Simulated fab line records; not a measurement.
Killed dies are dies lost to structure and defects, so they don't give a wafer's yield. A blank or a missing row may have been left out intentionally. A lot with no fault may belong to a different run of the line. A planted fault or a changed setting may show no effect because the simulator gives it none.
fab line records	flow nand-harc
record lots=6	wafers=18	last-day=31
route steps=1302 shown A_DECK1_JOINT@530
lots that met no fault: taken from a fault-free run of the same line
start-h: hours from the record's first day to the start of the lot's first wafer shown	wait-h: time in hours since the lot's previous step	" as in the row above	L1.1+2: one row covering several wafers at once	- value missing, or start not given	* or withheld: withheld	< > ~ a bound
route shown NAME@n: NAME is a module with steps in the file, n the number in the route of the first one	usual: mean/standard deviation of fault-free wafers	same: alike in all rows	chamber/n: place in a boat	sites: each site's reading	_std_site: the values' standard deviation	_edge_site: inner sites' mean taken away from outer sites' mean	radius-mm: for every site, how far away it sits from the centre of the wafer	mask NAME#n: copy n	behind: the most recent tool/chamber to have shaped the wafer	hold: why the lot was held/for how many hours/how that ended	device: the transistor (n, p or np) that didn't switch	end of line: the tests these same wafers got at the end of their route	a step with no rows: only its recipe	killed: dies that structure and defects cost at the first sort, which is not the same as the wafer's yield	map: per-die view of a wafer (x killed, . not killed, _ where there is no die)
set.NAME: the run value of the setting; set.NAME@STEP: its run value at that earlier step	model.NAME: the simulator's own value behind a step, which no gauge read
lots seen at some steps along the route; tables by step, rows by wafer
services: a tool's chamber out of use, with start hour (start-h, from the record's first day; less than 0 if before it), hours out, and reason
## steps
# step NHARC_A_DECK1_JOINT_ETCHBACK_00
# recipe target-depth-a=300	time-s=17.4	hbr-flow-sccm=150	rf-w=350	icp-w=350	bias-w=60	chemistry=HBr
# usual drypump-motor-current-A=5.8/0.41	hbr-flow-sccm=150.0/0.48	oes-product-au=0.998/0.0099	throttle-valve-pct=23.267/0.0093
# same time-s=17.4
lot.wafer	tool	chamber	start-h	wait-h	drypump-motor-current-A	hbr-flow-sccm	oes-product-au	rf-hours-counter-h	throttle-valve-pct
L148.3	rie-si-05	3	267.16	0.1	5.6	150.1	1.007	0.8	23.265
L148.4	"	2	"	"	5.7	151.1	0.999	0.8	23.258
L148.6	"	3	"	"	5.6	149.4	1.001	-	23.264
L153.2	rie-si-02	3	310.62	0.1	5.6	150.4	1.002	0.1	23.260
L153.4	"	1	"	"	5.5	149.6	1.010	0.2	23.275
L153.5	"	3	"	"	5.6	150.5	1.013	-	23.271
L160.2	rie-si-04	0	389.63	0.1	6.7	150.1	0.990	0.2	23.266
L160.3	"	2	"	"	6.0	149.6	1.006	0.3	23.268
L160.1	"	3	"	"	5.7	150.1	0.996	0.3	23.273
L159.4	rie-si-02	0	389.64	0.1	5.6	149.7	1.005	0.8	23.265
L159.2	"	1	"	"	5.6	150.5	0.994	0.7	23.284
L159.3	"	2	"	"	5.0	149.8	0.972	0.7	23.264
L161.2	rie-si-04	2	393.48	0.1	6.0	149.6	1.005	0.3	23.269
L161.6	"	2	"	"	6.0	150.2	1.006	-	23.280
L161.5	"	3	"	"	5.7	150.6	0.995	-	23.272
L165.1	rie-si-04	1	430.16	0.1	5.9	150.2	1.006	0.5	23.269
L165.4	"	3	"	"	5.7	150.3	0.982	0.5	23.264
L165.6	"	2	"	"	6.0	150.4	0.999	-	23.258
# step NHARC_A_DECK1_JOINT_PRECLEAN_30
# recipe time-s=*	temp-c=50	bath-age-min=0	chemistry=SC1
# step NHARC_A_DECK1_JOINT_SRD_31
# step NHARC_A_DECK1_JOINT_CVD_34
# recipe target-thk-a=200	temp-c=700	pressure-mtorr=300	material=SiNx
# step NHARC_A_DECK1_JOINT_DEP_06
# recipe target-thk-a=800	temp-c=65	material=SiOx
# step NHARC_A_DECK1_JOINT_CURE_26
# recipe temp-c=150	time-s=32	pressure-atm=0.395
# step NHARC_A_DECK1_JOINT_ANNEAL_27
# recipe temp-c=400	time-s=3600	idle-temp-c=300	ramp-up-c-per-min=10	densification-p-h2o-torr=640
# step NHARC_A_DECK1_JOINT_ANNEAL_28
# recipe temp-c=500	time-s=1800	idle-temp-c=400	ramp-up-c-per-min=10	densification-p-h2o-torr=640
# step NHARC_A_DECK1_JOINT_ANNEAL_29
# recipe temp-c=750	time-s=1800	idle-temp-c=500	ramp-up-c-per-min=10	ramp-down-c-per-min=3
# step NHARC_A_DECK1_JOINT_CMP_02
# recipe material=SiOx
# usual motor-current-A=12.2/1.3	slurry-flow-ml-min=150.1/0.52
lot.wafer	tool	chamber	start-h	wait-h	motor-current-A	slurry-flow-ml-min
L148.4	cmp-04	1	288.61	0.4	11.4	150.7
L148.3	"	2	"	"	10.8	150.5
L148.6	"	3	"	"	14.4	149.7
L153.4	cmp-04	0	331.35	0.4	11.6	150.5
L153.2	"	3	"	"	14.6	149.6
L153.5	"	1	"	"	10.8	149.9
L160.3	cmp-03	1	415.36	0.4	9.9	150.8
L160.1	"	2	"	"	12.4	149.8
L160.2	"	3	"	"	13.0	150.1
L161.2	cmp-02	3	415.38	0.4	10.5	150.4
L161.5	"	2	"	"	12.7	150.4
L161.6	"	3	"	"	10.6	151.0
L159.3	cmp-04	3	415.38	0.4	13.6	149.6
L159.4	"	0	"	"	12.6	150.4
L159.2	"	1	"	"	11.5	150.0
L165.4	cmp-03	3	458.63	0.4	13.3	150.2
L165.1	"	0	"	"	13.7	149.3
L165.6	"	2	"	"	12.0	150.2
# step NHARC_A_DECK1_JOINT_SRD_15
# step NHARC_A_DECK1_JOINT_DEP_16
# recipe target-thk-a=450	temp-c=400	pressure-torr=6.5	rf-w=900	teos-flow-sccm=161.4	flow-sccm=2650	target-thk-nm=45	gas=O2	material=SiO2
# usual chamber-pressure-Torr=6.498/0.013	flow-sccm=2649/7.2	heater-power-outer-w=275/69	heater-power-w=504/89	rf-fwd-power-W=895.9/2.7	showerhead-vpp-V=1852/120	throttle-valve-pct=15.8/0.51
lot.wafer	tool	chamber	start-h	wait-h	chamber-pressure-Torr	flow-sccm	heater-power-outer-w	heater-power-w	rf-fwd-power-W	showerhead-vpp-V	since-wet-clean-h	throttle-valve-pct
L148.3	pecvd-03	2	289.00	0.1	6.506	2639	196	440	892.8	1908	91	14.6
L148.6	"	0	"	"	6.500	2635	369	613	896.0	1923	-	16.1
L148.4	"	2	"	"	6.540	2635	205	441	894.9	1881	-	14.6
L153.2	pecvd-02	1	331.74	0.1	6.503	2654	326	565	892.6	1888	91	15.7
L153.4	"	1	"	"	6.508	2649	327	565	892.7	1849	-	15.9
L153.5	"	0	"	"	6.501	2656	295	564	899.5	1743	-	16.1
L159.2	pecvd-01	0	415.75	0.1	6.518	2639	285	540	895.5	1983	92	15.5
L159.3	"	1	"	"	6.483	2659	301	528	893.4	1708	92	16.6
L159.4	"	1	"	"	6.488	2662	313	511	892.4	1712	-	16.8
L161.2	pecvd-03	2	415.77	0.1	6.513	2658	214	457	1254.1	2228	37	14.6
L161.6	"	1	"	"	6.503	2640	228	376	1254.1	2154	-	15.0
L161.5	"	2	"	"	6.496	2652	215	465	1255.9	2216	-	14.6
L160.1	pecvd-03	2	415.92	0.2	6.488	2652	214	465	1256.6	2227	37	14.8
L160.2	"	0	"	"	6.491	2642	236	417	1253.0	2298	37	16.3
L160.3	"	1	"	"	6.518	2647	275	452	1258.8	2112	37	15.6
L165.1	pecvd-02	0	458.99	0.1	6.486	2654	333	623	898.3	1679	38	16.1
L165.6	"	0	"	"	6.490	2648	342	624	898.8	1740	-	15.5
L165.4	"	1	"	"	6.492	2654	266	469	900.5	1839	-	15.4
# step NHARC_A_DECK1_JOINT_THK_MEAS_17
# recipe thk-meas-gauge=ellipsometry
# usual thk-nm=45.1/1.1
lot.wafer	tool	chamber	start-h	wait-h	thk-nm
L148.3	film-metro-02	-	289.23	0.2	43.8
L148.4	"	-	"	"	45.4
L148.6	"	-	"	"	45.0
L153.2	film-metro-02	-	332.02	0.3	44.4
L153.4	"	-	"	"	45.6
L153.5	"	-	"	"	45.4
L161.2	film-metro-02	-	416.03	0.2	50.0
L161.5	"	-	"	"	51.3
L161.6	"	-	"	"	50.3
L159.2	film-metro-01	-	416.03	0.3	45.4
L159.3	"	-	"	"	46.1
L159.4	"	-	"	"	45.8
L160.1	film-metro-02	-	416.19	0.2	48.6
L160.2	"	-	"	"	51.8
L160.3	"	-	"	"	49.7
L165.1	film-metro-01	-	459.27	0.3	43.2
L165.4	"	-	"	"	44.8
L165.6	"	-	"	"	46.0
# step NHARC_A_DECK1_JOINT_INSPECT_05
# usual raw-defect-count=308/110
lot.wafer	tool	chamber	start-h	wait-h	raw-defect-count
L148.3	defect-inspect-01	-	289.26	0.0	286
L148.4	"	-	"	"	188
L148.6	"	-	"	"	130
L153.2	defect-inspect-02	-	332.06	0.0	372
L153.4	"	-	"	"	296
L153.5	"	-	"	"	295
L161.2	defect-inspect-02	-	416.06	0.0	655
L161.5	"	-	"	"	501
L161.6	"	-	"	"	587
L159.2	defect-inspect-01	-	416.08	0.1	309
L159.3	"	-	"	"	314
L159.4	"	-	"	"	341
L160.1	defect-inspect-02	-	416.23	0.0	339
L160.2	"	-	"	"	459
L160.3	"	-	"	"	341
L165.1	defect-inspect-02	-	459.31	0.0	282
L165.4	"	-	"	"	282
L165.6	"	-	"	"	428
## services
tool	chamber	start-h	hours	kind
pecvd-03	-	243.28	0.3	repair
cmp-02	-	251.29	1.1	repair
cmp-04	-	260.51	2.2	repair
cmp-02	-	261.82	0.8	repair
pecvd-01	2	267.80	19.9	repair
rie-si-02	-	277.00	9.0	pm
cmp-03	-	277.94	1.6	repair
cmp-03	-	299.54	4.0	pm
rie-si-04	2	305.96	6.5	repair
cmp-04	-	307.24	4.0	pm
cmp-03	-	332.02	1.9	repair
rie-si-04	-	342.00	9.0	pm
pecvd-02	2	347.30	4.7	repair
pecvd-02	2	352.15	2.2	repair
pecvd-03	-	366.02	13.0	pm
cmp-03	-	383.72	4.4	repair
cmp-03	-	397.54	4.0	pm
pecvd-02	2	400.28	22.6	repair
cmp-04	-	405.24	4.0	pm
pecvd-02	-	408.34	13.0	pm
rie-si-02	-	418.45	1.3	repair
cmp-03	-	430.86	0.6	repair
cmp-04	-	445.60	6.0	repair
rie-si-02	-	454.00	9.0	pm
## key
first-sign step=NHARC_A_DECK1_JOINT_DEP_16	reading=rf-fwd-power-W	direction=up	sigmas=99+	usual=*	struck=*
effect step=NHARC_A_DECK1_JOINT_DEP_16	reading=showerhead-vpp-V	direction=up	sigmas=3	usual=1852	struck=2206
effect step=NHARC_A_DECK1_JOINT_THK_MEAS_17	reading=thk-nm	direction=up	sigmas=4.7	usual=45.1	struck=50.3
met-at NHARC_A_DECK1_JOINT_DEP_16
struck-wafers L160.1,L160.2,L160.3,L161.2,L161.5,L161.6
tester-left-out L160,L161
fault kind=process-parameter-drift	tool=pecvd-03	chamber=-	onset-h=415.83	steps=NHARC_A_DECK1_JOINT_DEP_16	channel=rf-w	offset=*	shape=step	end-h=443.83	acts-in=*	stated=*
# tester-left-out: of these lots the tester's yield and bins aren't shown, on N5 and GAA mostly nor the transistor test; their killed dies are dies lost to structure and defects alone, not to doping, threshold or leakage, so they don't give the yield
